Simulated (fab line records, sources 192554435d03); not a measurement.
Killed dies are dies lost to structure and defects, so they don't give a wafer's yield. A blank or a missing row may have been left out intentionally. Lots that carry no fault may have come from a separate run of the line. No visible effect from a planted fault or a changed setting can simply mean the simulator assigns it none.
fab line records / flow n5Finfet
record lots=11 wafers=32 lastDay=18
route steps=1938 shown MIM_TOP@1834 MIM_TOP_ETCH@1853 TV_OPEN@1887
lots with no fault: from the same line, run without faults
startH: hours from the record's first day to the start of the lot's first wafer shown / waitH: how many hours have passed since the lot's step before this one / " repeats the value in the row above / L1.1+2: a single row standing in for several wafers / - no value, or no start given / * or withheld: withheld / < > ~ a bound
route shown NAME@n: names a module that has steps shown in the file, with the first one's number in the route / usual: mean and standard deviation over wafers with no fault / same: alike in all rows / chamber/n: place in a boat / sites: each site's reading / _std_site: standard deviation across them / _edge_site: outer sites' mean less inner sites' / radiusMm: for every site, how far away it sits from the centre of the wafer / mask NAME#n: copy n / behind: the last tool/chamber to shape the wafer / hold: cause of the lot's hold/its duration in hours/its outcome / device: the transistor (n, p or np) that didn't switch / end of line: the tests these same wafers got at the end of their route / a step without rows: its recipe alone / killed: the dies lost at the first sort to structure and to defects; this is not the yield of the wafer / map: per-die view of a wafer (x killed, . not killed, _ where there is no die)
set.NAME: the setting as run; set.NAME@STEP: as run at that earlier step / model.NAME: the simulator's own value behind a step, which no gauge read
route steps across a sampled set of lots; one table per step, one row per wafer
services: from which hour (startH, from the record's first day; less than 0 if before it) a tool's chamber was out of use, for how many hours, and why
## steps
# step N5_MIM_TOP_ALD_00
# recipe material=Al2O3 targetThkA=* tempC=withheld aldPrecursorFamily=TMA aldCoReactant=O3 pulseTimeS=withheld purgeTimeS=3 coReactantPurgeTimeS=withheld coReactantPulseTimeS=3 aldCycles=withheld
# usual precursorPulseHeightRel=0.998/0.021
lot.wafer=L375.1 tool=aldHk-02 chamber=0 startH=286.67 waitH=0.1 precursorPulseHeightRel=1.013
lot.wafer=L375.4 tool=aldHk-02 chamber=1 startH=286.67 waitH=0.1 precursorPulseHeightRel=1.014
lot.wafer=L375.5 tool=aldHk-02 chamber=3 startH=286.67 waitH=0.1 precursorPulseHeightRel=1.000
lot.wafer=L377.2 tool=aldHk-02 chamber=3 startH=305.41 waitH=0.1 precursorPulseHeightRel=1.031
lot.wafer=L377.3 tool=aldHk-02 chamber=1 startH=305.41 waitH=0.1 precursorPulseHeightRel=0.977
lot.wafer=L377.5 tool=aldHk-02 chamber=2 startH=305.41 waitH=0.1 precursorPulseHeightRel=0.992
lot.wafer=L382.2 tool=aldHk-03 chamber=0 startH=306.22 waitH=0.1 precursorPulseHeightRel=0.976
lot.wafer=L382.5 tool=aldHk-03 chamber=3 startH=306.22 waitH=0.1 precursorPulseHeightRel=0.975
lot.wafer=L382.6 tool=aldHk-03 chamber=2 startH=306.22 waitH=0.1 precursorPulseHeightRel=1.008
lot.wafer=L378.2 tool=aldHk-02 chamber=1 startH=308.78 waitH=0.1 precursorPulseHeightRel=0.989
lot.wafer=L378.3 tool=aldHk-02 chamber=0 startH=308.78 waitH=0.1 precursorPulseHeightRel=0.990
lot.wafer=L378.5 tool=aldHk-02 chamber=0 startH=308.78 waitH=0.1 precursorPulseHeightRel=0.967
lot.wafer=L384.4 tool=aldHk-02 chamber=2 startH=323.46 waitH=0.0 precursorPulseHeightRel=1.003
lot.wafer=L384.5 tool=aldHk-02 chamber=2 startH=323.46 waitH=0.0 precursorPulseHeightRel=0.982
lot.wafer=L385.2 tool=aldHk-03 chamber=1 startH=330.82 waitH=0.1 precursorPulseHeightRel=0.992
lot.wafer=L385.3 tool=aldHk-03 chamber=3 startH=330.82 waitH=0.1 precursorPulseHeightRel=1.012
lot.wafer=L385.4 tool=aldHk-03 chamber=2 startH=330.82 waitH=0.1 precursorPulseHeightRel=1.011
lot.wafer=L387.2 tool=aldHk-01 chamber=1 startH=353.79 waitH=0.1 precursorPulseHeightRel=1.005
lot.wafer=L387.4 tool=aldHk-01 chamber=0 startH=353.79 waitH=0.1 precursorPulseHeightRel=0.999
lot.wafer=L387.5 tool=aldHk-01 chamber=0 startH=353.79 waitH=0.1 precursorPulseHeightRel=0.997
lot.wafer=L389.1 tool=aldHk-01 chamber=1 startH=362.31 waitH=0.1 precursorPulseHeightRel=1.017
lot.wafer=L389.3 tool=aldHk-01 chamber=2 startH=362.31 waitH=0.1 precursorPulseHeightRel=0.989
lot.wafer=L389.4 tool=aldHk-01 chamber=0 startH=362.31 waitH=0.1 precursorPulseHeightRel=0.995
lot.wafer=L394.1 tool=aldHk-01 chamber=1 startH=378.00 waitH=0.1 precursorPulseHeightRel=1.015
lot.wafer=L394.2 tool=aldHk-01 chamber=2 startH=378.00 waitH=0.1 precursorPulseHeightRel=0.962
lot.wafer=L394.6 tool=aldHk-01 chamber=3 startH=378.00 waitH=0.1 precursorPulseHeightRel=1.020
lot.wafer=L395.2 tool=aldHk-02 chamber=2 startH=381.85 waitH=0.1 precursorPulseHeightRel=0.997
lot.wafer=L395.3 tool=aldHk-02 chamber=3 startH=381.85 waitH=0.1 precursorPulseHeightRel=1.023
lot.wafer=L395.6 tool=aldHk-02 chamber=2 startH=381.85 waitH=0.1 precursorPulseHeightRel=0.996
lot.wafer=L398.1 tool=aldHk-02 chamber=2 startH=411.56 waitH=0.1 precursorPulseHeightRel=0.955
lot.wafer=L398.2 tool=aldHk-02 chamber=1 startH=411.56 waitH=0.1 precursorPulseHeightRel=0.963
lot.wafer=L398.4 tool=aldHk-02 chamber=3 startH=411.56 waitH=0.1 precursorPulseHeightRel=1.004
# step N5_MIM_TOP_SPUTTER_03
# recipe material=TiN targetThkA=350 tempC=200 powerW=3000 chamberPressurePa=0.49996 gas=Ar reactivePartialPa=0.37997 timeS=89.7
# usual throttleValvePct=30.0/0.86
# same timeS=89.7
lot.wafer=L375.1 tool=pvdSputter-01 chamber=- startH=288.35 waitH=0.0 throttleValvePct=31.4
lot.wafer=L375.4 tool=pvdSputter-01 chamber=- startH=288.35 waitH=0.0 throttleValvePct=30.1
lot.wafer=L375.5 tool=pvdSputter-01 chamber=- startH=288.35 waitH=0.0 throttleValvePct=30.4
lot.wafer=L377.2 tool=pvdSputter-03 chamber=- startH=306.36 waitH=0.0 throttleValvePct=30.3
lot.wafer=L377.3 tool=pvdSputter-03 chamber=- startH=306.36 waitH=0.0 throttleValvePct=29.7
lot.wafer=L377.5 tool=pvdSputter-03 chamber=- startH=306.36 waitH=0.0 throttleValvePct=30.2
lot.wafer=L382.2 tool=pvdSputter-02 chamber=- startH=308.58 waitH=0.0 throttleValvePct=28.6
lot.wafer=L382.5 tool=pvdSputter-02 chamber=- startH=308.58 waitH=0.0 throttleValvePct=29.6
lot.wafer=L382.6 tool=pvdSputter-02 chamber=- startH=308.58 waitH=0.0 throttleValvePct=31.4
lot.wafer=L378.2 tool=pvdSputter-02 chamber=- startH=309.62 waitH=0.0 throttleValvePct=31.2
lot.wafer=L378.3 tool=pvdSputter-02 chamber=- startH=309.62 waitH=0.0 throttleValvePct=29.2
lot.wafer=L378.5 tool=pvdSputter-02 chamber=- startH=309.62 waitH=0.0 throttleValvePct=29.0
lot.wafer=L384.4 tool=pvdSputter-02 chamber=- startH=324.04 waitH=0.0 throttleValvePct=31.4
lot.wafer=L384.5 tool=pvdSputter-02 chamber=- startH=324.04 waitH=0.0 throttleValvePct=28.7
lot.wafer=L385.2 tool=pvdSputter-02 chamber=- startH=331.66 waitH=0.0 throttleValvePct=28.5
lot.wafer=L385.3 tool=pvdSputter-02 chamber=- startH=331.66 waitH=0.0 throttleValvePct=31.3
lot.wafer=L385.4 tool=pvdSputter-02 chamber=- startH=331.66 waitH=0.0 throttleValvePct=28.5
lot.wafer=L387.2 tool=pvdSputter-03 chamber=- startH=357.01 waitH=0.0 throttleValvePct=30.2
lot.wafer=L387.4 tool=pvdSputter-03 chamber=- startH=357.01 waitH=0.0 throttleValvePct=30.6
lot.wafer=L387.5 tool=pvdSputter-03 chamber=- startH=357.01 waitH=0.0 throttleValvePct=30.2
lot.wafer=L389.1 tool=pvdSputter-03 chamber=- startH=363.31 waitH=0.0 throttleValvePct=30.8
lot.wafer=L389.3 tool=pvdSputter-03 chamber=- startH=363.31 waitH=0.0 throttleValvePct=30.0
lot.wafer=L389.4 tool=pvdSputter-03 chamber=- startH=363.31 waitH=0.0 throttleValvePct=30.8
lot.wafer=L394.1 tool=pvdSputter-02 chamber=- startH=379.02 waitH=0.0 throttleValvePct=29.9
lot.wafer=L394.2 tool=pvdSputter-02 chamber=- startH=379.02 waitH=0.0 throttleValvePct=28.9
lot.wafer=L394.6 tool=pvdSputter-02 chamber=- startH=379.02 waitH=0.0 throttleValvePct=29.0
lot.wafer=L395.2 tool=pvdSputter-01 chamber=- startH=383.29 waitH=0.0 throttleValvePct=29.9
lot.wafer=L395.3 tool=pvdSputter-01 chamber=- startH=383.29 waitH=0.0 throttleValvePct=29.0
lot.wafer=L395.6 tool=pvdSputter-01 chamber=- startH=383.29 waitH=0.0 throttleValvePct=30.4
lot.wafer=L398.1 tool=pvdSputter-03 chamber=- startH=412.24 waitH=0.0 throttleValvePct=29.8
lot.wafer=L398.2 tool=pvdSputter-03 chamber=- startH=412.24 waitH=0.0 throttleValvePct=30.4
lot.wafer=L398.4 tool=pvdSputter-03 chamber=- startH=412.24 waitH=0.0 throttleValvePct=30.6
# step N5_MIM_TOP_ETCH_PECVD_03
# recipe material=SiNx targetThkA=200 tempC=400 precursor=SiH4/NH3/N2 pressureTorr=1.5 rfW=300 timeS=17.6
# usual heaterPowerW=735/83 showerheadPlenumPTorr=5.13/0.055 throttleValvePct=40.3/2.9
# same timeS=17.6
lot.wafer=L375.1 tool=pecvd-02 chamber=1 startH=289.24 waitH=- heaterPowerW=658 showerheadPlenumPTorr=5.14 throttleValvePct=40.7
lot.wafer=L375.4 tool=pecvd-02 chamber=1 startH=289.24 waitH=- heaterPowerW=653 showerheadPlenumPTorr=5.13 throttleValvePct=40.5
lot.wafer=L375.5 tool=pecvd-02 chamber=2 startH=289.24 waitH=- heaterPowerW=704 showerheadPlenumPTorr=5.07 throttleValvePct=40.1
lot.wafer=L377.2 tool=pecvd-03 chamber=0 startH=307.13 waitH=- heaterPowerW=869 showerheadPlenumPTorr=5.14 throttleValvePct=38.6
lot.wafer=L377.3 tool=pecvd-03 chamber=2 startH=307.13 waitH=- heaterPowerW=605 showerheadPlenumPTorr=5.07 throttleValvePct=36.5
lot.wafer=L377.5 tool=pecvd-03 chamber=1 startH=307.13 waitH=- heaterPowerW=838 showerheadPlenumPTorr=5.26 throttleValvePct=41.4
lot.wafer=L382.2 tool=pecvd-02 chamber=1 startH=309.57 waitH=- heaterPowerW=667 showerheadPlenumPTorr=5.14 throttleValvePct=40.5
lot.wafer=L382.5 tool=pecvd-02 chamber=2 startH=309.57 waitH=- heaterPowerW=644 showerheadPlenumPTorr=5.06 throttleValvePct=40.0
lot.wafer=L382.6 tool=pecvd-02 chamber=1 startH=309.57 waitH=- heaterPowerW=668 showerheadPlenumPTorr=5.13 throttleValvePct=40.7
lot.wafer=L378.2 tool=pecvd-04 chamber=1 startH=310.39 waitH=- heaterPowerW=857 showerheadPlenumPTorr=5.15 throttleValvePct=45.7
lot.wafer=L378.3 tool=pecvd-04 chamber=0 startH=310.39 waitH=- heaterPowerW=697 showerheadPlenumPTorr=5.12 throttleValvePct=42.4
lot.wafer=L378.5 tool=pecvd-04 chamber=1 startH=310.39 waitH=- heaterPowerW=868 showerheadPlenumPTorr=5.16 throttleValvePct=45.6
lot.wafer=L384.4 tool=pecvd-02 chamber=1 startH=324.85 waitH=- heaterPowerW=658 showerheadPlenumPTorr=5.15 throttleValvePct=40.5
lot.wafer=L384.5 tool=pecvd-02 chamber=2 startH=324.85 waitH=- heaterPowerW=699 showerheadPlenumPTorr=5.05 throttleValvePct=40.4
lot.wafer=L385.2 tool=pecvd-04 chamber=2 startH=332.64 waitH=- heaterPowerW=696 showerheadPlenumPTorr=5.09 throttleValvePct=37.4
lot.wafer=L385.3 tool=pecvd-04 chamber=1 startH=332.64 waitH=- heaterPowerW=883 showerheadPlenumPTorr=5.14 throttleValvePct=45.9
lot.wafer=L385.4 tool=pecvd-04 chamber=0 startH=332.64 waitH=- heaterPowerW=765 showerheadPlenumPTorr=5.13 throttleValvePct=42.4
lot.wafer=L387.2 tool=pecvd-04 chamber=0 startH=357.91 waitH=- heaterPowerW=652 showerheadPlenumPTorr=5.12 throttleValvePct=42.4
lot.wafer=L387.4 tool=pecvd-04 chamber=1 startH=357.91 waitH=- heaterPowerW=733 showerheadPlenumPTorr=5.15 throttleValvePct=45.6
lot.wafer=L387.5 tool=pecvd-04 chamber=2 startH=357.91 waitH=- heaterPowerW=655 showerheadPlenumPTorr=5.09 throttleValvePct=37.5
lot.wafer=L389.1 tool=pecvd-04 chamber=0 startH=364.10 waitH=- heaterPowerW=740 showerheadPlenumPTorr=5.12 throttleValvePct=42.1
lot.wafer=L389.3 tool=pecvd-04 chamber=1 startH=364.10 waitH=- heaterPowerW=834 showerheadPlenumPTorr=5.16 throttleValvePct=45.8
lot.wafer=L389.4 tool=pecvd-04 chamber=1 startH=364.10 waitH=- heaterPowerW=836 showerheadPlenumPTorr=5.15 throttleValvePct=45.9
lot.wafer=L394.1 tool=pecvd-04 chamber=2 startH=380.02 waitH=- heaterPowerW=705 showerheadPlenumPTorr=5.09 throttleValvePct=37.4
lot.wafer=L394.2 tool=pecvd-04 chamber=1 startH=380.02 waitH=- heaterPowerW=862 showerheadPlenumPTorr=5.15 throttleValvePct=45.7
lot.wafer=L394.6 tool=pecvd-04 chamber=2 startH=380.02 waitH=- heaterPowerW=682 showerheadPlenumPTorr=5.08 throttleValvePct=37.4
lot.wafer=L395.2 tool=pecvd-03 chamber=0 startH=384.29 waitH=- heaterPowerW=814 showerheadPlenumPTorr=5.15 throttleValvePct=39.5
lot.wafer=L395.3 tool=pecvd-03 chamber=2 startH=384.29 waitH=- heaterPowerW=636 showerheadPlenumPTorr=5.07 throttleValvePct=36.6
lot.wafer=L395.6 tool=pecvd-03 chamber=2 startH=384.29 waitH=- heaterPowerW=626 showerheadPlenumPTorr=5.07 throttleValvePct=36.5
lot.wafer=L398.1 tool=pecvd-04 chamber=2 startH=413.11 waitH=- heaterPowerW=730 showerheadPlenumPTorr=5.09 throttleValvePct=37.7
lot.wafer=L398.2 tool=pecvd-04 chamber=0 startH=413.11 waitH=- heaterPowerW=735 showerheadPlenumPTorr=5.13 throttleValvePct=42.1
lot.wafer=L398.4 tool=pecvd-04 chamber=0 startH=413.11 waitH=- heaterPowerW=722 showerheadPlenumPTorr=5.14 throttleValvePct=42.1
# step N5_PASSIVATION_PASS_ETCH_74
# recipe chemistry=CF4/O2 target=SiNx targetDepthA=2200 timeS=110 ionEnergyEv=100 pressureMtorr=40 sourceW=535 biasW=49 Ar_flow_sccm=100 cf4FlowSccm=100 O2_flow_sccm=10
# usual drypumpMotorCurrentA=5.7/0.31 oesProductAu=0.78/0.075 rfFwdPowerW=532.6/1.6 rfVppV=244/6.8 showerheadPlenumPTorr=2.22/0.075 throttleValvePct=16.05/0.21
# same timeS=110
lot.wafer=L375.1 tool=rieDiel-04 chamber=1 startH=292.74 waitH=0.0 drypumpMotorCurrentA=5.7 oesProductAu=0.85 rfFwdPowerW=536.9 rfHoursCounterH=95 rfVppV=245 showerheadPlenumPTorr=2.14 throttleValvePct=15.79
lot.wafer=L375.4 tool=rieDiel-04 chamber=3 startH=292.74 waitH=0.0 drypumpMotorCurrentA=5.0 oesProductAu=0.75 rfFwdPowerW=530.9 rfHoursCounterH=- rfVppV=250 showerheadPlenumPTorr=2.20 throttleValvePct=15.74
lot.wafer=L375.5 tool=rieDiel-04 chamber=2 startH=292.74 waitH=0.0 drypumpMotorCurrentA=6.0 oesProductAu=0.67 rfFwdPowerW=530.1 rfHoursCounterH=- rfVppV=237 showerheadPlenumPTorr=2.09 throttleValvePct=16.23
lot.wafer=L377.2 tool=rieDiel-01 chamber=2 startH=311.09 waitH=0.0 drypumpMotorCurrentA=6.3 oesProductAu=0.72 rfFwdPowerW=533.5 rfHoursCounterH=214 rfVppV=242 showerheadPlenumPTorr=2.28 throttleValvePct=16.12
lot.wafer=L377.3 tool=rieDiel-01 chamber=0 startH=311.09 waitH=0.0 drypumpMotorCurrentA=5.8 oesProductAu=0.78 rfFwdPowerW=533.7 rfHoursCounterH=91 rfVppV=253 showerheadPlenumPTorr=2.24 throttleValvePct=15.86
lot.wafer=L377.5 tool=rieDiel-01 chamber=0 startH=311.09 waitH=0.0 drypumpMotorCurrentA=5.8 oesProductAu=0.79 rfFwdPowerW=533.9 rfHoursCounterH=- rfVppV=253 showerheadPlenumPTorr=2.24 throttleValvePct=15.84
lot.wafer=L378.2 tool=rieDiel-04 chamber=1 startH=312.46 waitH=0.0 drypumpMotorCurrentA=5.7 oesProductAu=0.84 rfFwdPowerW=530.9 rfHoursCounterH=104 rfVppV=244 showerheadPlenumPTorr=2.13 throttleValvePct=15.81
lot.wafer=L378.3 tool=rieDiel-04 chamber=0 startH=312.46 waitH=0.0 drypumpMotorCurrentA=5.7 oesProductAu=0.75 rfFwdPowerW=534.4 rfHoursCounterH=144 rfVppV=230 showerheadPlenumPTorr=2.20 throttleValvePct=16.09
lot.wafer=L378.5 tool=rieDiel-04 chamber=0 startH=312.46 waitH=0.0 drypumpMotorCurrentA=5.7 oesProductAu=0.75 rfFwdPowerW=534.1 rfHoursCounterH=- rfVppV=229 showerheadPlenumPTorr=2.20 throttleValvePct=16.09
lot.wafer=L382.2 tool=rieDiel-01 chamber=0 startH=312.49 waitH=0.0 drypumpMotorCurrentA=5.8 oesProductAu=0.78 rfFwdPowerW=534.4 rfHoursCounterH=92 rfVppV=255 showerheadPlenumPTorr=2.24 throttleValvePct=15.84
lot.wafer=L382.5 tool=rieDiel-01 chamber=0 startH=312.49 waitH=0.0 drypumpMotorCurrentA=5.8 oesProductAu=0.78 rfFwdPowerW=533.7 rfHoursCounterH=- rfVppV=254 showerheadPlenumPTorr=2.24 throttleValvePct=15.85
lot.wafer=L382.6 tool=rieDiel-01 chamber=3 startH=312.49 waitH=0.0 drypumpMotorCurrentA=5.7 oesProductAu=0.72 rfFwdPowerW=531.7 rfHoursCounterH=- rfVppV=237 showerheadPlenumPTorr=2.11 throttleValvePct=16.22
lot.wafer=L384.4 tool=rieDiel-03 chamber=1 startH=327.65 waitH=0.0 drypumpMotorCurrentA=5.3 oesProductAu=0.75 rfFwdPowerW=534.4 rfHoursCounterH=152 rfVppV=243 showerheadPlenumPTorr=2.21 throttleValvePct=15.90
lot.wafer=L384.5 tool=rieDiel-03 chamber=0 startH=327.65 waitH=0.0 drypumpMotorCurrentA=5.7 oesProductAu=0.81 rfFwdPowerW=533.4 rfHoursCounterH=- rfVppV=252 showerheadPlenumPTorr=2.31 throttleValvePct=16.20
lot.wafer=L385.2 tool=rieDiel-03 chamber=3 startH=335.00 waitH=0.0 drypumpMotorCurrentA=5.9 oesProductAu=0.98 rfFwdPowerW=534.0 rfHoursCounterH=4 rfVppV=235 showerheadPlenumPTorr=2.19 throttleValvePct=15.85
lot.wafer=L385.3 tool=rieDiel-03 chamber=1 startH=335.00 waitH=0.0 drypumpMotorCurrentA=5.3 oesProductAu=0.74 rfFwdPowerW=531.2 rfHoursCounterH=155 rfVppV=242 showerheadPlenumPTorr=2.21 throttleValvePct=15.89
lot.wafer=L385.4 tool=rieDiel-03 chamber=0 startH=335.00 waitH=0.0 drypumpMotorCurrentA=5.7 oesProductAu=0.80 rfFwdPowerW=531.8 rfHoursCounterH=95 rfVppV=252 showerheadPlenumPTorr=2.31 throttleValvePct=16.21
lot.wafer=L387.2 tool=rieDiel-01 chamber=3 startH=361.71 waitH=0.0 drypumpMotorCurrentA=5.7 oesProductAu=0.72 rfFwdPowerW=532.5 rfHoursCounterH=192 rfVppV=235 showerheadPlenumPTorr=2.11 throttleValvePct=16.25
lot.wafer=L387.4 tool=rieDiel-01 chamber=0 startH=361.71 waitH=0.0 drypumpMotorCurrentA=5.8 oesProductAu=0.76 rfFwdPowerW=534.1 rfHoursCounterH=106 rfVppV=254 showerheadPlenumPTorr=2.24 throttleValvePct=15.89
lot.wafer=L387.5 tool=rieDiel-01 chamber=3 startH=361.71 waitH=0.0 drypumpMotorCurrentA=5.7 oesProductAu=0.71 rfFwdPowerW=536.4 rfHoursCounterH=- rfVppV=236 showerheadPlenumPTorr=2.11 throttleValvePct=16.26
lot.wafer=L389.1 tool=rieDiel-03 chamber=0 startH=366.53 waitH=0.0 drypumpMotorCurrentA=5.7 oesProductAu=0.79 rfFwdPowerW=533.5 rfHoursCounterH=106 rfVppV=251 showerheadPlenumPTorr=2.30 throttleValvePct=16.21
lot.wafer=L389.3 tool=rieDiel-03 chamber=3 startH=366.53 waitH=0.0 drypumpMotorCurrentA=5.9 oesProductAu=0.94 rfFwdPowerW=532.2 rfHoursCounterH=15 rfVppV=236 showerheadPlenumPTorr=2.19 throttleValvePct=15.86
lot.wafer=L389.4 tool=rieDiel-03 chamber=0 startH=366.53 waitH=0.0 drypumpMotorCurrentA=5.7 oesProductAu=0.79 rfFwdPowerW=532.4 rfHoursCounterH=- rfVppV=250 showerheadPlenumPTorr=2.30 throttleValvePct=16.24
lot.wafer=L394.1 tool=rieDiel-03 chamber=3 startH=384.15 waitH=0.0 drypumpMotorCurrentA=5.9 oesProductAu=0.93 rfFwdPowerW=535.0 rfHoursCounterH=21 rfVppV=234 showerheadPlenumPTorr=2.18 throttleValvePct=15.87
lot.wafer=L394.2 tool=rieDiel-03 chamber=2 startH=384.15 waitH=0.0 drypumpMotorCurrentA=5.7 oesProductAu=0.81 rfFwdPowerW=661.3 rfHoursCounterH=211 rfVppV=224 showerheadPlenumPTorr=2.27 throttleValvePct=16.47
lot.wafer=L394.6 tool=rieDiel-03 chamber=2 startH=384.15 waitH=0.0 drypumpMotorCurrentA=5.7 oesProductAu=0.81 rfFwdPowerW=659.7 rfHoursCounterH=- rfVppV=223 showerheadPlenumPTorr=2.27 throttleValvePct=16.48
lot.wafer=L395.2 tool=rieDiel-04 chamber=1 startH=388.18 waitH=0.0 drypumpMotorCurrentA=5.7 oesProductAu=0.82 rfFwdPowerW=532.1 rfHoursCounterH=130 rfVppV=243 showerheadPlenumPTorr=2.13 throttleValvePct=15.88
lot.wafer=L395.3 tool=rieDiel-04 chamber=3 startH=388.18 waitH=0.0 drypumpMotorCurrentA=5.0 oesProductAu=0.73 rfFwdPowerW=532.4 rfHoursCounterH=189 rfVppV=251 showerheadPlenumPTorr=2.19 throttleValvePct=15.80
lot.wafer=L395.6 tool=rieDiel-04 chamber=2 startH=388.18 waitH=0.0 drypumpMotorCurrentA=6.0 oesProductAu=0.92 rfFwdPowerW=531.2 rfHoursCounterH=- rfVppV=242 showerheadPlenumPTorr=2.34 throttleValvePct=15.79
lot.wafer=L398.1 tool=rieDiel-04 chamber=1 startH=415.87 waitH=0.0 drypumpMotorCurrentA=5.7 oesProductAu=0.80 rfFwdPowerW=530.6 rfHoursCounterH=139 rfVppV=243 showerheadPlenumPTorr=2.12 throttleValvePct=15.88
lot.wafer=L398.2 tool=rieDiel-04 chamber=2 startH=415.87 waitH=0.0 drypumpMotorCurrentA=6.0 oesProductAu=0.89 rfFwdPowerW=533.1 rfHoursCounterH=31 rfVppV=240 showerheadPlenumPTorr=2.34 throttleValvePct=15.82
lot.wafer=L398.4 tool=rieDiel-04 chamber=3 startH=415.87 waitH=0.0 drypumpMotorCurrentA=5.0 oesProductAu=0.72 rfFwdPowerW=530.4 rfHoursCounterH=196 rfVppV=250 showerheadPlenumPTorr=2.19 throttleValvePct=15.82
## services
tool=rieDiel-04 chamber=0 startH=289.58 hours=7.4 kind=repair
tool=rieDiel-03 chamber=3 startH=292.15 hours=- kind=clean
tool=rieDiel-03 chamber=3 startH=292.15 hours=- kind=consumableReplace:focusRing
tool=rieDiel-03 chamber=3 startH=292.15 hours=28.0 kind=scheduledDown
tool=rieDiel-03 chamber=3 startH=292.15 hours=28.0 kind=ventCycle
tool=rieDiel-04 chamber=2 startH=306.17 hours=5.3 kind=repair
tool=rieDiel-04 chamber=2 startH=311.66 hours=- kind=clean
tool=rieDiel-04 chamber=2 startH=311.66 hours=- kind=consumableReplace:focusRing
tool=rieDiel-04 chamber=2 startH=311.66 hours=- kind=consumableReplace:showerhead
tool=rieDiel-04 chamber=2 startH=311.66 hours=12.8 kind=scheduledDown
tool=rieDiel-04 chamber=2 startH=311.66 hours=12.8 kind=ventCycle
tool=pecvd-04 chamber=- startH=331.13 hours=1.0 kind=repair
tool=rieDiel-03 chamber=2 startH=342.53 hours=6.8 kind=repair
tool=rieDiel-04 chamber=0 startH=344.79 hours=4.5 kind=repair
tool=rieDiel-01 chamber=3 startH=352.67 hours=2.8 kind=repair
tool=pecvd-04 chamber=1 startH=361.54 hours=2.1 kind=scheduledDown
tool=pvdSputter-03 chamber=- startH=366.39 hours=1.0 kind=repair
tool=rieDiel-01 chamber=1 startH=374.97 hours=- kind=clean
tool=rieDiel-01 chamber=1 startH=374.97 hours=- kind=consumableReplace:focusRing
tool=rieDiel-01 chamber=1 startH=374.97 hours=- kind=consumableReplace:showerhead
tool=aldHk-02 chamber=- startH=388.02 hours=1.3 kind=repair
tool=pecvd-04 chamber=0 startH=392.45 hours=2.1 kind=scheduledDown
tool=pvdSputter-02 chamber=- startH=406.22 hours=7.6 kind=repair
tool=rieDiel-03 chamber=1 startH=407.63 hours=7.5 kind=repair
## key
firstSign step=N5_PASSIVATION_PASS_ETCH_74 reading=rfFwdPowerW direction=up sigmas=78 usual=* struck=*
effect step=N5_PASSIVATION_PASS_ETCH_74 reading=rfVppV direction=down sigmas=3 usual=244 struck=223
metAt N5_PASSIVATION_PASS_ETCH_74
struckLots L394
struckWafers L394.2,L394.6
baselineLoss step=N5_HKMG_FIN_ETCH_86 wafers=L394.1
notActingAt N5_MIM_TOP_ALD_00,N5_MIM_TOP_SPUTTER_03,N5_MIM_TOP_ETCH_PECVD_03
fault kind=processParameterDrift tool=rieDiel-03 chamber=2 onsetH=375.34 steps=N5_PASSIVATION_PASS_ETCH_74 channel=sourceW offset=128.4 shape=step endH=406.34 actsIn=theseRecipesOnly stated=535
# baselineLoss: these wafers lose ten dies or more at that step, a loss of the line's own and not of a fault; the sort's usual values leave them out
